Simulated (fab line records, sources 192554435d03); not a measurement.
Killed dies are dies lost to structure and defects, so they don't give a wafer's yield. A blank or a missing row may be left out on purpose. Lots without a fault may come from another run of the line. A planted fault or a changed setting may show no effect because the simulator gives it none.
fab line records | flow n5_finfet
record lots=24 wafers=72 last_day=19
route steps=1938 shown BEOL_M5@1168 BEOL_M6@1209
lots that met no fault: from a run of the same line without faults
start_h: hours from the record's first day to the start of the lot's first wafer shown | wait_h: hours since the lot's step before | " the same as in the row above | L1.1+2: a row that stands for several wafers | - no value, or no start given | * or withheld: withheld | < > ~ a bound
route shown NAME@n: a module of which the file shows steps, and the number in the route of the first | usual: mean/standard deviation of fault-free wafers | same: alike in all rows | chamber/n: place in a boat | sites: the reading at each site | _std_site: their standard deviation | _edge_site: outer sites' mean less inner sites' | radius_mm: how far each site lies from the wafer's centre | mask NAME#n: copy n | behind: the tool/chamber that last shaped the wafer | hold: why the lot was held/for how many hours/how that ended | device: the transistor (n, p or np) that didn't switch | end of line: the same wafers' tests at the end of the route | a step without rows: its recipe alone | killed: dies lost to structure and defects at the first sort, not the wafer's yield | map: a wafer's dies, x killed, . not, _ none there
set.NAME: the setting as run; set.NAME@STEP: as run at that earlier step | model.NAME: the simulator's own value behind a step, which no gauge read
steps of the route over a sample of lots; a table a step, a row a wafer
services: from which hour (start_h, from the record's first day; less than 0 if before it) a tool's chamber was out of use, for how many hours, and why
## steps
# step N5_BEOL_M5_CD_MEAS_35
# recipe target_cd_nm=28 target_cd_y_nm=24 polarity=opening
# usual cd_nm=28.1/0.38
# columns lot.wafer tool chamber start_h wait_h cd_nm
L074.1 cd_sem-03 - 170.11 0.0 27.9
L074.3 " - " " 28.0
L074.5 " - " " 28.2
L076.3 cd_sem-02 - 179.01 0.0 28.8
L076.4 " - " " 28.3
L076.6 " - " " 27.9
L075.2 cd_sem-02 - 180.13 0.0 28.3
L075.4 " - " " 28.5
L075.5 " - " " 27.9
L077.2 cd_sem-02 - 188.40 0.0 28.3
L077.4 " - " " 27.9
L077.5 " - " " 28.1
L078.1 cd_sem-03 - 191.32 0.0 28.8
L078.3 " - " " 28.9
L078.5 " - " " 27.8
L079.1 cd_sem-01 - 197.63 0.0 27.5
L079.2 " - " " 27.8
L079.6 " - " " 27.9
L080.2 cd_sem-03 - 203.63 0.0 28.7
L080.3 " - " " 28.0
L080.4 " - " " 28.4
L082.2 cd_sem-03 - 206.44 0.0 27.7
L082.3 " - " " 27.6
L082.4 " - " " 28.3
L081.2 cd_sem-01 - 211.42 0.0 28.5
L081.3 " - " " 27.7
L081.5 " - " " 28.0
L083.1 cd_sem-02 - 212.80 0.0 28.5
L083.2 " - " " 29.0
L083.4 " - " " 28.2
L084.1 cd_sem-02 - 218.63 0.0 28.0
L084.2 " - " " 28.5
L084.4 " - " " 28.0
L088.2 cd_sem-03 - 289.07 0.0 27.7
L088.3 " - " " 27.1
L088.5 " - " " 28.2
L095.2 cd_sem-02 - 294.32 0.0 28.2
L095.5 " - " " 28.6
L095.6 " - " " 28.4
L094.3 cd_sem-02 - 298.10 0.0 28.6
L094.4 " - " " 28.9
L094.5 " - " " 28.2
L085.2 cd_sem-03 - 301.87 0.0 27.8
L085.4 " - " " 27.8
L085.6 " - " " 27.7
L090.1 cd_sem-01 - 302.24 0.0 28.2
L090.3 " - " " 27.6
L090.6 " - " " 28.5
L089.3 cd_sem-01 - 309.52 0.0 27.5
L089.5 " - " " 27.7
L089.6 " - " " 27.4
L092.2 cd_sem-01 - 312.21 0.0 27.9
L092.4 " - " " 28.2
L092.6 " - " " 28.2
L091.1 cd_sem-03 - 318.73 0.0 28.1
L091.2 " - " " 28.1
L091.3 " - " " 28.6
L087.1 cd_sem-01 - 324.37 0.0 27.3
L087.2 " - " " 28.0
L087.3 " - " " 28.0
L096.1 cd_sem-01 - 328.61 0.0 27.8
L096.4 " - " " 28.9
L096.5 " - " " 28.5
L093.2 cd_sem-02 - 328.95 0.0 27.9
L093.3 " - " " 28.0
L093.6 " - " " 27.7
L086.3 cd_sem-01 - 335.94 0.0 28.2
L086.4 " - " " 28.1
L086.5 " - " " 28.1
L097.1 cd_sem-02 - 345.26 0.0 27.6
L097.3 " - " " 28.6
L097.6 " - " " 27.9
# step N5_BEOL_M5_PRE_CLEAN_45
# recipe gas=H2/He time_s=30 temp_c=250
# usual heater_power_w=338/19 susceptor_temp_C=250.01/0.18
# columns lot.wafer tool chamber start_h wait_h heater_power_w susceptor_temp_C
L074.1 pvd_sputter-03 - 170.90 0.0 356 250.17
L074.3 " - " " 366 250.12
L074.5 " - " " 351 249.99
L076.3 pvd_sputter-01 - 179.75 0.0 296 250.16
L076.4 " - " " 318 249.95
L076.6 " - " " 303 250.08
L075.2 pvd_sputter-03 - 181.21 0.0 324 249.97
L075.4 " - " " 358 249.96
L075.5 " - " " 359 250.27
L077.2 pvd_sputter-03 - 188.91 0.0 353 250.12
L077.4 " - " " 334 250.00
L077.5 " - " " 350 250.09
L078.1 pvd_sputter-01 - 191.74 0.0 334 249.83
L078.3 " - " " 344 250.01
L078.5 " - " " 303 250.07
L079.1 pvd_sputter-02 - 198.15 0.0 320 249.94
L079.2 " - " " 325 250.15
L079.6 " - " " 315 249.83
L080.2 pvd_sputter-03 - 204.18 0.0 348 250.35
L080.3 " - " " 360 249.81
L080.4 " - " " 324 250.06
L082.2 pvd_sputter-01 - 207.25 0.0 343 250.10
L082.3 " - " " 328 249.99
L082.4 " - " " 337 249.99
L081.2 pvd_sputter-03 - 211.82 0.0 359 249.89
L081.3 " - " " 352 250.26
L081.5 " - " " 357 250.00
L083.1 pvd_sputter-01 - 213.20 0.0 344 250.29
L083.2 " - " " 309 250.21
L083.4 " - " " 323 249.98
L084.1 pvd_sputter-02 - 219.04 0.0 321 249.92
L084.2 " - " " 315 250.04
L084.4 " - " " 329 249.78
L088.2 pvd_sputter-03 - 289.60 0.0 321 249.89
L088.3 " - " " 360 250.05
L088.5 " - " " 353 250.04
L095.2 pvd_sputter-03 - 294.78 0.0 326 249.83
L095.5 " - " " 327 249.71
L095.6 " - " " 350 250.08
L094.3 pvd_sputter-03 - 298.77 0.0 359 250.56
L094.4 " - " " 354 249.81
L094.5 " - " " 361 250.26
L085.2 pvd_sputter-01 - 302.35 0.0 328 249.75
L085.4 " - " " 354 249.87
L085.6 " - " " 319 249.88
L090.1 pvd_sputter-02 - 303.83 0.0 317 250.04
L090.3 " - " " 333 250.19
L090.6 " - " " 317 249.95
L089.3 pvd_sputter-03 - 310.00 0.0 350 250.08
L089.5 " - " " 333 250.23
L089.6 " - " " 358 249.72
L092.2 pvd_sputter-03 - 312.84 0.0 317 250.04
L092.4 " - " " 352 250.21
L092.6 " - " " 355 250.05
L091.1 pvd_sputter-01 - 319.24 0.0 303 249.93
L091.2 " - " " 328 250.21
L091.3 " - " " 349 249.72
L087.1 pvd_sputter-01 - 324.99 0.0 330 250.20
L087.2 " - " " 342 250.12
L087.3 " - " " 334 250.01
L096.1 pvd_sputter-03 - 329.32 0.0 361 250.05
L096.4 " - " " 350 250.19
L096.5 " - " " 360 249.80
L093.2 pvd_sputter-03 - 329.58 0.0 351 249.93
L093.3 " - " " 356 250.12
L093.6 " - " " 359 250.22
L086.3 pvd_sputter-03 - 337.95 0.0 352 249.86
L086.4 " - " " 352 250.14
L086.5 " - " " 353 249.49
L097.1 pvd_sputter-02 - 345.75 0.0 307 249.87
L097.3 " - " " 311 249.99
L097.6 " - " " 311 250.14
# step N5_BEOL_M5_SPUTTER_88
# recipe material=Cu target_thk_a=150 temp_c=-20 chamber_pressure_pa=0.07 power_w=withheld time_s=27.62
# usual substrate_temp_c=-20.02/0.097 susceptor_temp_C=-19.99/0.1 throttle_valve_pct=29.8/1
# columns lot.wafer tool chamber start_h wait_h substrate_temp_c susceptor_temp_C throttle_valve_pct
L074.1 pvd_sputter-01 - 174.91 0.5 -20.00 -20.05 31.5
L074.3 " - " " -19.99 -20.04 30.3
L074.5 " - " " -19.97 -19.87 30.6
L076.3 pvd_sputter-02 - 183.74 0.5 -20.02 -19.90 29.3
L076.4 " - " " -20.05 -20.17 30.6
L076.6 " - " " -20.03 -19.84 29.1
L075.2 pvd_sputter-01 - 185.19 0.5 -20.06 -20.00 30.2
L075.4 " - " " -20.05 -20.17 30.0
L075.5 " - " " -19.88 -20.02 30.4
L077.2 pvd_sputter-03 - 192.77 0.5 -19.91 -19.88 28.9
L077.4 " - " " -19.90 -19.88 31.0
L077.5 " - " " -19.97 -20.05 28.2
L078.1 pvd_sputter-01 - 195.53 0.5 -20.01 -19.91 30.4
L078.3 " - " " -20.06 -20.01 30.1
L078.5 " - " " -20.01 -20.00 31.2
L079.1 pvd_sputter-01 - 202.23 0.5 -20.04 -20.03 29.9
L079.2 " - " " -19.91 -19.92 30.1
L079.6 " - " " -19.83 -20.14 30.4
L080.2 pvd_sputter-03 - 208.06 0.5 -20.17 -19.98 28.5
L080.3 " - " " -19.88 -20.01 31.6
L080.4 " - " " -20.04 -20.10 30.6
L082.2 pvd_sputter-01 - 211.21 0.5 -20.13 -20.04 30.3
L082.3 " - " " -19.93 -19.97 31.5
L082.4 " - " " -20.16 -20.15 30.1
L081.2 pvd_sputter-03 - 215.58 0.5 -19.82 -20.20 31.4
L081.3 " - " " -19.86 -19.86 28.9
L081.5 " - " " -19.91 -20.06 30.7
L083.1 pvd_sputter-02 - 217.12 0.5 -20.01 -19.77 30.4
L083.2 " - " " -20.04 -19.86 29.1
L083.4 " - " " -20.09 -19.89 29.2
L084.1 pvd_sputter-03 - 222.80 0.5 -20.07 -19.99 29.1
L084.2 " - " " -20.09 -20.10 30.8
L084.4 " - " " -20.02 -19.91 28.5
L088.2 pvd_sputter-02 - 293.50 0.5 -19.81 -20.15 28.9
L088.3 " - " " -20.03 -19.96 30.6
L088.5 " - " " -19.81 -19.88 28.3
L095.2 pvd_sputter-01 - 298.55 0.5 -20.10 -20.12 30.3
L095.5 " - " " -19.91 -20.00 30.0
L095.6 " - " " -20.07 -20.09 30.4
L094.3 pvd_sputter-02 - 302.54 0.5 -19.97 -19.96 28.5
L094.4 " - " " -20.03 -20.03 29.0
L094.5 " - " " -20.08 -20.06 29.0
L085.2 pvd_sputter-03 - 306.95 0.5 -20.13 -20.02 31.2
L085.4 " - " " -20.12 -20.09 30.9
L085.6 " - " " -20.07 -20.06 31.4
L090.1 pvd_sputter-02 - 307.75 0.5 -20.14 -20.10 30.5
L090.3 " - " " -19.97 -19.88 29.2
L090.6 " - " " -19.98 -19.91 28.4
L089.3 pvd_sputter-02 - 314.11 0.5 -19.93 -20.00 29.1
L089.5 " - " " -19.96 -20.03 28.2
L089.6 " - " " -19.98 -20.14 29.3
L092.2 pvd_sputter-03 - 316.84 0.5 -20.03 -19.98 30.8
L092.4 " - " " -19.89 -20.00 31.6
L092.6 " - " " -19.92 -19.89 28.6
L091.1 pvd_sputter-01 - 323.10 0.5 -19.94 -19.97 30.0
L091.2 " - " " -19.89 -20.13 31.3
L091.3 " - " " -19.99 -19.99 30.3
L087.1 pvd_sputter-01 - 329.47 0.5 -20.09 -20.10 30.0
L087.2 " - " " -20.14 -20.10 30.2
L087.3 " - " " -20.14 -19.85 29.9
L093.2 pvd_sputter-03 - 333.39 0.5 -20.05 -19.80 30.9
L093.3 " - " " -20.08 -20.13 28.2
L093.6 " - " " -20.02 -19.99 28.7
L096.1 pvd_sputter-02 - 336.66 0.5 -20.00 -19.82 28.2
L096.4 " - " " -20.10 -20.14 29.1
L096.5 " - " " -19.97 -20.21 30.4
L086.3 pvd_sputter-03 - 343.85 0.5 -20.09 -20.04 30.7
L086.4 " - " " -19.97 -19.95 28.5
L086.5 " - " " -20.20 -20.12 30.9
L097.1 pvd_sputter-01 - 350.96 0.5 -19.98 -19.97 30.2
L097.3 " - " " -20.11 -20.06 30.2
L097.6 " - " " -20.04 -19.95 30.2
# step N5_BEOL_M5_ANNEAL_89
# recipe temp_c=400 time_s=1800 ambient=vacuum
# usual heater_power_w=832/45 susceptor_temp_C=399.99/0.24
# columns lot.wafer tool chamber start_h wait_h heater_power_w susceptor_temp_C
L074.1 pvd_sputter-01 - 174.99 0.0 742 400.06
L074.3 " - " " 809 400.01
L074.5 " - " " 824 399.81
L076.3 pvd_sputter-02 - 183.82 0.0 876 399.97
L076.4 " - " " 784 399.90
L076.6 " - " " 799 400.11
L075.2 pvd_sputter-01 - 185.27 0.0 791 399.74
L075.4 " - " " 861 399.87
L075.5 " - " " 809 399.77
L077.2 pvd_sputter-03 - 192.85 0.0 865 400.02
L077.4 " - " " 783 400.06
L077.5 " - " " 883 399.71
L078.1 pvd_sputter-01 - 195.61 0.0 817 400.17
L078.3 " - " " 869 400.10
L078.5 " - " " 752 399.68
L079.1 pvd_sputter-01 - 202.31 0.0 806 400.12
L079.2 " - " " 869 399.89
L079.6 " - " " 836 400.16
L080.2 pvd_sputter-03 - 208.14 0.0 873 399.24
L080.3 " - " " 816 399.49
L080.4 " - " " 874 400.41
L082.2 pvd_sputter-01 - 211.29 0.0 873 399.89
L082.3 " - " " 753 399.71
L082.4 " - " " 812 400.21
L081.2 pvd_sputter-03 - 215.66 0.0 804 399.73
L081.3 " - " " 873 399.99
L081.5 " - " " 902 399.73
L083.1 pvd_sputter-02 - 217.20 0.0 787 400.12
L083.2 " - " " 791 399.87
L083.4 " - " " 866 400.17
L084.1 pvd_sputter-03 - 222.88 0.0 867 400.36
L084.2 " - " " 895 400.30
L084.4 " - " " 887 400.12
L088.2 pvd_sputter-02 - 293.58 0.0 798 399.89
L088.3 " - " " 780 400.27
L088.5 " - " " 811 399.95
L095.2 pvd_sputter-01 - 298.63 0.0 831 400.09
L095.5 " - " " 884 399.79
L095.6 " - " " 810 399.73
L094.3 pvd_sputter-02 - 302.62 0.0 821 399.87
L094.4 " - " " 771 399.66
L094.5 " - " " 775 399.80
L085.2 pvd_sputter-03 - 307.03 0.0 798 400.03
L085.4 " - " " 865 400.09
L085.6 " - " " 805 400.11
L090.1 pvd_sputter-02 - 307.83 0.0 787 399.92
L090.3 " - " " 872 399.98
L090.6 " - " " 792 399.92
L089.3 pvd_sputter-02 - 314.19 0.0 767 399.80
L089.5 " - " " 818 399.74
L089.6 " - " " 859 400.17
L092.2 pvd_sputter-03 - 316.92 0.0 880 400.15
L092.4 " - " " 821 399.96
L092.6 " - " " 891 400.31
L091.1 pvd_sputter-01 - 323.18 0.0 838 400.34
L091.2 " - " " 767 400.55
L091.3 " - " " 794 400.42
L087.1 pvd_sputter-01 - 329.55 0.0 779 400.04
L087.2 " - " " 841 400.08
L087.3 " - " " 853 399.66
L093.2 pvd_sputter-03 - 333.47 0.0 888 400.20
L093.3 " - " " 884 400.18
L093.6 " - " " 874 399.98
L096.1 pvd_sputter-02 - 336.74 0.0 805 400.18
L096.4 " - " " 854 400.36
L096.5 " - " " 780 399.89
L086.3 pvd_sputter-03 - 343.93 0.0 883 400.06
L086.4 " - " " 880 399.86
L086.5 " - " " 897 400.10
L097.1 pvd_sputter-01 - 351.04 0.0 819 399.99
L097.3 " - " " 792 399.70
L097.6 " - " " 830 400.01
# step N5_BEOL_M6_INSPECT_13
# recipe mode=adi inspect_instrument=brightfield
# usual raw_defect_count=355/76
# columns lot.wafer tool chamber start_h wait_h raw_defect_count
L074.1 defect_inspect-01 - 179.36 0.0 308
L074.3 " - " " 293
L074.5 " - " " 310
L076.3 defect_inspect-01 - 188.76 0.0 262
L076.4 " - " " 300
L076.6 " - " " 246
L075.2 defect_inspect-02 - 189.27 0.0 247
L075.4 " - " " 397
L075.5 " - " " 282
L077.2 defect_inspect-02 - 198.42 0.0 369
L077.4 " - " " 407
L077.5 " - " " 488
L078.1 defect_inspect-02 - 201.26 0.0 337
L078.3 " - " " 414
L078.5 " - " " 319
L079.1 defect_inspect-01 - 207.84 0.0 461
L079.2 " - " " 435
L079.6 " - " " 375
L080.2 defect_inspect-02 - 211.60 0.0 302
L080.3 " - " " 216
L080.4 " - " " 385
L082.2 defect_inspect-02 - 214.81 0.0 496
L082.3 " - " " 328
L082.4 " - " " 316
L081.2 defect_inspect-02 - 219.04 0.0 404
L081.3 " - " " 478
L081.5 " - " " 384
L083.1 defect_inspect-01 - 220.69 0.0 250
L083.2 " - " " 261
L083.4 " - " " 400
L084.1 defect_inspect-01 - 226.85 0.0 426
L084.2 " - " " 327
L084.4 " - " " 413
L088.2 defect_inspect-02 - 298.52 0.0 314
L088.3 " - " " 362
L088.5 " - " " 350
L095.2 defect_inspect-01 - 302.31 0.0 207
L095.5 " - " " 263
L095.6 " - " " 206
L094.3 defect_inspect-02 - 310.13 0.0 426
L094.4 " - " " 392
L094.5 " - " " 444
L085.2 defect_inspect-02 - 310.57 0.0 330
L085.4 " - " " 282
L085.6 " - " " 254
L090.1 defect_inspect-02 - 311.18 0.0 431
L090.3 " - " " 382
L090.6 " - " " 325
L089.3 defect_inspect-02 - 319.21 0.0 333
L089.5 " - " " 452
L089.6 " - " " 390
L092.2 defect_inspect-02 - 320.27 0.0 327
L092.4 " - " " 245
L092.6 " - " " 408
L091.1 defect_inspect-02 - 329.54 0.0 456
L091.2 " - " " 425
L091.3 " - " " 454
L087.1 defect_inspect-01 - 335.31 0.0 518
L087.2 " - " " 498
L087.3 " - " " 371
L093.2 defect_inspect-02 - 338.58 0.0 336
L093.3 " - " " 279
L093.6 " - " " 372
L096.1 defect_inspect-02 - 342.93 0.0 337
L096.4 " - " " 309
L096.5 " - " " 342
L086.3 defect_inspect-01 - 348.60 0.0 259
L086.4 " - " " 293
L086.5 " - " " 355
L097.1 defect_inspect-02 - 354.49 0.0 294
L097.3 " - " " 331
L097.6 " - " " 421
# step N5_BEOL_M6_STRIP_19
# recipe chemistry=O2 power_w=400 temp_c=40 pressure_mtorr=30 rf_frequency_hz=6e+07 bias_power_w=0 overash_fraction=0.2 o2_flow_sccm=225
# usual drypump_motor_current_A=5.9/0.4 oes_product_au=0.80/0.075 rf_vpp_V=3.6/0.56 showerhead_plenum_p_Torr=2.12/0.086 throttle_valve_pct=16.64/0.19
# columns lot.wafer tool chamber start_h wait_h drypump_motor_current_A oes_product_au rf_hours_counter_h rf_vpp_V showerhead_plenum_p_Torr throttle_valve_pct
L074.1 rie_diel-02 2 180.07 0.1 6.0 0.79 131 2.9 2.20 16.57
L074.3 " 2 " " 6.0 0.78 - 4.7 2.20 16.58
L074.5 " 2 " " 6.0 0.78 - 3.2 2.20 16.58
L076.3 rie_diel-03 0 191.39 0.2 5.7 0.70 242 3.3 1.98 16.90
L076.4 " 3 " " 5.4 0.85 51 3.2 2.22 16.38
L076.6 " 2 " " 5.1 0.71 - 4.4 2.07 16.68
L075.2 rie_diel-03 0 192.05 0.6 5.7 0.69 243 3.9 1.98 16.90
L075.4 " 1 " " 5.9 0.85 61 3.6 2.12 16.83
L075.5 " 1 " " 5.9 0.84 - 3.5 2.12 16.83
L077.2 rie_diel-03 0 198.84 0.1 5.7 0.69 245 3.7 1.98 16.93
L077.4 " 2 " " 5.1 0.70 207 3.7 2.07 16.70
L077.5 " 2 " " 5.1 0.71 - 3.3 2.07 16.68
L078.1 rie_diel-02 0 201.77 0.1 6.4 0.72 195 3.7 2.00 16.84
L078.3 " 2 " " 6.0 0.77 144 3.1 2.19 16.58
L078.5 " 2 " " 6.0 0.78 - 3.9 2.19 16.60
L079.1 rie_diel-02 2 208.27 0.1 6.0 0.78 147 3.6 2.19 16.60
L079.2 " 3 " " 6.4 0.88 49 4.5 2.12 16.58
L079.6 " 3 " " 6.4 0.89 - 3.7 2.12 16.58
L080.2 rie_diel-03 1 212.02 0.1 5.9 0.82 70 4.8 2.12 16.86
L080.3 " 0 " " 5.7 0.68 251 2.8 1.98 16.94
L080.4 " 3 " " 5.4 0.81 59 2.7 2.22 16.38
L082.2 rie_diel-04 3 215.23 0.1 5.3 0.87 43 3.1 2.05 16.36
L082.3 " 0 " " 6.3 0.93 24 3.0 2.07 16.44
L082.4 " 1 " " 6.3 0.88 53 2.9 2.12 16.58
L081.2 rie_diel-02 0 219.46 0.1 6.4 0.72 202 4.7 1.99 16.86
L081.3 " 3 " " 6.4 0.88 53 3.5 2.12 16.59
L081.5 " 1 " " 6.2 0.88 - 4.2 2.24 16.41
L083.1 rie_diel-04 0 221.47 0.1 6.3 0.93 26 3.3 2.07 16.44
L083.2 " 1 " " 6.3 0.87 55 4.4 2.12 16.60
L083.4 " 3 " " 5.3 0.87 45 3.8 2.05 16.36
L084.1 rie_diel-02 2 227.79 0.3 6.0 0.77 151 2.7 2.19 16.62
L084.2 " 0 " " 6.4 0.71 207 4.3 1.99 16.87
L084.4 " 3 " " 6.4 0.86 58 3.5 2.12 16.59
L088.2 rie_diel-02 1 298.94 0.1 6.2 0.84 54 3.6 2.23 16.47
L088.3 " 2 " " 6.0 0.74 176 3.9 2.18 16.65
L088.5 " 1 " " 6.2 0.84 - 2.8 2.23 16.45
L095.2 rie_diel-02 3 302.73 0.1 6.4 0.84 84 3.7 2.11 16.65
L095.5 " 3 " " 6.4 0.84 - 3.5 2.11 16.63
L095.6 " 2 " " 6.0 0.75 - 4.5 2.18 16.66
L094.3 rie_diel-02 0 310.55 0.1 6.4 0.69 234 4.1 1.98 16.93
L094.4 " 3 " " 6.4 0.84 86 4.3 2.11 16.65
L094.5 " 0 " " 6.4 0.70 - 4.1 1.98 16.92
L085.2 rie_diel-03 3 310.99 0.1 5.5 0.80 94 3.6 2.20 16.44
L085.4 " 1 " " 5.9 0.79 105 3.9 2.11 16.92
L085.6 " 0 " " 5.7 0.95 - 3.7 2.23 16.53
L090.1 rie_diel-03 1 311.60 0.1 5.9 0.80 105 2.8 2.11 16.95
L090.3 " 0 " " 5.6 0.96 17 3.9 2.23 16.53
L090.6 " 1 " " 5.9 0.80 - 2.9 2.11 16.94
L089.3 rie_diel-03 3 319.64 0.1 5.4 0.78 96 1.7 2.20 16.46
L089.5 " 0 " " 5.7 0.94 - 3.7 2.23 16.53
L089.6 " 3 " " 5.4 0.79 - 3.7 2.20 16.48
L092.2 rie_diel-02 2 320.69 0.1 6.0 0.75 183 4.3 2.18 16.67
L092.4 " 1 " " 6.2 0.83 61 4.3 2.22 16.47
L092.6 " 3 " " 6.4 0.83 - 3.1 2.11 16.64
L091.1 rie_diel-03 3 329.96 0.1 5.4 0.79 99 2.5 2.20 16.45
L091.2 " 1 " " 5.9 0.78 111 3.9 2.11 16.95
L091.3 " 0 " " 5.7 0.93 23 3.6 2.23 16.55
L087.1 rie_diel-04 1 335.73 0.1 6.3 0.84 89 3.5 2.11 16.68
L087.2 " 0 " " 6.3 0.86 56 3.1 2.06 16.51
L087.3 " 3 " " 5.3 0.82 78 4.1 2.03 16.41
L093.2 rie_diel-04 0 339.00 0.1 6.3 0.86 57 3.5 2.06 16.50
L093.3 " 1 " " 6.3 0.83 90 4.1 2.11 16.71
L093.6 " 1 " " 6.3 0.83 - 2.7 2.11 16.67
L096.1 rie_diel-03 3 343.54 0.1 5.4 0.77 104 3.1 2.20 16.49
L096.4 " 2 " " 5.1 0.96 2 3.6 2.06 16.30
L096.5 " 3 " " 5.4 0.77 - 3.2 2.20 16.47
L086.3 rie_diel-02 2 349.03 0.1 6.0 0.74 191 4.0 2.18 16.68
L086.4 " 3 " " 6.4 0.82 98 3.8 2.11 16.65
L086.5 " 0 " " 6.4 0.68 - 2.9 1.98 16.95
L097.1 rie_diel-02 0 354.92 0.1 6.4 0.68 247 3.2 1.98 16.94
L097.3 " 3 " " 6.3 0.82 99 2.9 2.11 16.68
L097.6 " 1 " " 6.2 0.82 - 3.7 2.22 16.50
## services
# columns tool chamber start_h hours kind
rie_diel-02 1 162.01 21.4 repair
rie_diel-02 3 179.16 26.0 repair
rie_diel-04 - 181.13 14.6 pm
rie_diel-03 0 229.05 - clean
rie_diel-03 0 229.05 - consumable_replace:focus_ring
rie_diel-03 0 229.05 - consumable_replace:showerhead
rie_diel-03 0 229.05 21.1 scheduled_down
rie_diel-03 0 229.05 21.1 vent_cycle
rie_diel-03 - 246.82 1.1 repair
rie_diel-04 0 253.23 8.6 repair
pvd_sputter-01 - 273.00 6.9 repair
rie_diel-04 - 273.54 1.3 repair
pvd_sputter-01 - 303.61 2.6 repair
rie_diel-03 2 318.77 - clean
rie_diel-03 2 318.77 - consumable_replace:focus_ring
rie_diel-03 2 318.77 18.0 scheduled_down
rie_diel-03 2 318.77 18.0 vent_cycle
rie_diel-04 2 335.69 - clean
rie_diel-04 2 335.69 - consumable_replace:focus_ring
rie_diel-04 2 335.69 - consumable_replace:showerhead
rie_diel-04 2 335.69 20.3 scheduled_down
rie_diel-04 2 335.69 20.3 vent_cycle
pvd_sputter-01 - 340.71 0.5 repair
## key
fault none
